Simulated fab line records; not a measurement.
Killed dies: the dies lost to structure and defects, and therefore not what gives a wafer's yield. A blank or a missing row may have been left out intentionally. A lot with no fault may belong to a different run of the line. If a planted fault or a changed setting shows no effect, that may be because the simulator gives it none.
Chamber matching -- flow nand_harc -- NHARC_A_STAIRCASE_TRIM_20 on rie_diel-02: 4 sister chambers
The step chemistry O2, time 211.2 s. 8 wafers are shown with their chamber, then 10 later ones without.

WAFERS PAIRED WITH THEIR CHAMBERS
wafer,chamber,showerhead_plenum_p_Torr (Torr),drypump_motor_current_A (A)
L081.6,3,3.65,5.3
L082.3,3,3.65,5.3
L084.2,0,3.73,6.1
L084.3,1,3.36,5.7
L087.5,2,3.43,5.7
L087.6,1,3.35,5.6
L089.2,0,3.72,6.1
L089.3,2,3.43,5.8

WAFERS MISSING THEIR CHAMBER
wafer,showerhead_plenum_p_Torr (Torr),drypump_motor_current_A (A)
L089.5,3.63,5.3
L093.1,3.42,5.8
L093.4,3.63,5.3
L093.6,3.42,5.8
L095.2,3.42,5.8
L095.4,3.71,6.1
L095.6,3.42,5.8
L096.2,3.34,5.6
L096.4,3.42,5.8
L096.6,3.71,6.2

EACH ONE'S CHAMBER
wafer,from the rows above,in truth
L089.5,3,3
L093.1,2,2
L093.4,3,3
L093.6,2,2
L095.2,2,2
L095.4,0,0
L095.6,2,2
L096.2,1,1
L096.4,2,2
L096.6,0,0
10 of 10 placed correctly. Can't be placed from these rows: 0. 0 placed wrongly.
How it was worked out, from the rows above alone: a wafer's distance from a chamber is the root of the sum, over the readings, of the square of ((its reading less the chamber's mean) divided by the reading's scatter). The wafer belongs to the nearest chamber; if the next one is less than 2 further off, it can't be placed. The mean given for a chamber averages the wafers shown for that chamber. How the scatter is found: for the shown wafers, subtract from each reading the mean of its chamber, square and add these, divide the total by (wafers less chambers), then take the root.
